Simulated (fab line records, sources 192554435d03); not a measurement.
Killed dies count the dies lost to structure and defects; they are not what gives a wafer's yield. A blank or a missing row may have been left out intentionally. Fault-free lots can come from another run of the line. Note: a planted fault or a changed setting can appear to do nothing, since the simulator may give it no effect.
Comparing a struck lot with a sound one | flow n5Finfet | 16 steps out of a route of 1938
Sound: wafers L469.4, L469.5, L469.6. The struck wafers were L484.3, L484.4, L484.6. The cause is named last.
Per side, at each step with rows, come the tool, then ch with its chambers, and then its first start. Under that, the readings that differ: sound wafers | struck wafers | difference of the means | sigmas: that difference in standard deviations of wafers without a fault.
alike: words and numbers the same on both sides, and readings whose means are apart by under 2 such deviations; not compared: readings that were withheld, readings missing a value for some wafer, numbers with overlapping values and no deviation given by the record, and bounds like >300 which may hide the same value.
The two part at a step that has a row with sigmas, a row that says differs or no value, or rows on one side only. Non-overlapping numbers with no deviation appear without sigmas and do not part them. Lack of a reading on every wafer of one side parts them only where that side has two or more wafers.

first, 6 steps without rows for these wafers: N5_BEOL_M4_COAT_22 (resist thk 30 nm); N5_BEOL_M4_EBR_24; N5_BEOL_M4_SOFTBAKE_23 (time 60 s); N5_BEOL_M4_EXPOSE_25 (exposes mask V3, defocus 5 nm); N5_BEOL_M4_PEB_26 (peb time 60 s); N5_BEOL_M4_DEVELOP_27 (develop time 30 s).
N5_BEOL_M4_CD_MEAS_28: target cd 26.2 nm, target cd y 24.1 nm.
  sound on cdSem-01 ch 0, day 9 10:58; struck on cdSem-02 ch 0, day 12 16:47
  alike: cdNm
N5_BEOL_M4_OVL_MEAS_29:
  sound on overlay-02 ch 0, day 9 11:00; struck on overlay-01 ch 0, day 12 16:50
  alike: V3_OVL
N5_BEOL_M4_INSPECT_30: inspects for defects (brightfield).
  sound on defectInspect-02, day 9 11:03; struck on defectInspect-02, day 12 16:52
  alike: rawDefectCount
N5_BEOL_M4_DESCUM_33: chemistry O2, time 7 s.
  sound on rieDiel-03 ch 0,2,3, day 9 11:05; struck on rieDiel-01 ch 1,2, day 12 16:55
  alike: drypumpMotorCurrentA, o2FlowSccm, oesProductAu, rfVppV, showerheadPlenumPTorr, throttleValvePct
  not compared: rfHoursCounterH
N5_BEOL_M4_ETCH_77: etches underlayer in N2/H2, target depth 6.5 nm, time 5.2 s.
  sound on rieDiel-03 ch 0,2,3, day 9 11:07; struck on rieDiel-01 ch 1,2, day 12 16:56
  alike: biasW, drypumpMotorCurrentA, etchRfOnTimeS, oesProductAu, rfVppV, showerheadPlenumPTorr, throttleValvePct
  not compared: rfHoursCounterH
N5_BEOL_M4_ETCH_69: etches SiARC in CF4, target depth 15.6 nm, time 26 s.
  sound on rieDiel-03 ch 0,2,3, day 9 11:08; struck on rieDiel-01 ch 1,2, day 12 16:58
reading           | sound          | struck         | difference | sigmas
etchRfOnTimeS (s) | 26.4 26.1 27.4 | 25.5 25.8 25.5 | -1.0       | -3
  alike: biasW, cf4FlowSccm, drypumpMotorCurrentA, oesProductAu, rfVppV, showerheadPlenumPTorr, throttleValvePct
  not compared: rfHoursCounterH
N5_BEOL_M4_ALD_98: deposits SiO2, target thk 2.5 nm, pulse time 1 s, co reactant pulse time 1 s.
  sound on aldSin-04 ch 2,3, day 9 11:13; struck on aldSin-03 ch 1,2, day 12 17:07
  no value came back on the struck wafers for any of 5 readings (aldCycles, chamberPressureTorr (Torr) and others); on the sound wafers aldCycles reads 17 17 17
N5_BEOL_M4_ETCHBACK_99: etches SiO2 in CHF3, target depth 5 nm, time 10.4 s.
  sound on rieDiel-01 ch 1,2,3, day 9 12:01; struck on rieDiel-02 ch 0,1,2, day 13 11:42
  alike: biasW, drypumpMotorCurrentA, oes_f_703_au, oesProductAu, rfVppV, showerheadPlenumPTorr, throttleValvePct
  not compared: rfHoursCounterH
N5_BEOL_M4_RC_MEAS_101:
  sound on prober-01 ch 0, day 9 17:07; struck on prober-01 ch 0, day 13 18:01
  alike: DIBL_N, DIBL_P, IOFF_N, IOFF_P, ION_N, ION_P, SS_N, SS_P, VT_N, VT_P
-- the record jumps here: 4 days lie between the struck wafers' starts before and after (it left off in module BEOL_M4 and takes up again in module PASSIVATION, whose first step shown is number 1936 of the route) --
N5_PASSIVATION_PROBE_49:
  sound on prober-01, day 14 06:35; struck on prober-01, day 17 23:08
  alike: defectLimitedYield, killed_at_M0_to_M3, killed_at_M4_up, killedAtContacts, killedAtFrontEnd, killedAtOther, killedDies, killedOpen, killedShort, sort_bin_5_function, sort_bin_6_memory, sortNPass, sortYieldPct

== WHERE THEY PART ==
Last at N5_BEOL_M4_ALD_98 as far as this record goes, first at N5_BEOL_M4_ETCH_69. Later steps at which nothing parts them and some readings are alike: N5_BEOL_M4_ETCHBACK_99, N5_BEOL_M4_RC_MEAS_101, N5_PASSIVATION_PROBE_49.

WHY: what had been put in by the simulator
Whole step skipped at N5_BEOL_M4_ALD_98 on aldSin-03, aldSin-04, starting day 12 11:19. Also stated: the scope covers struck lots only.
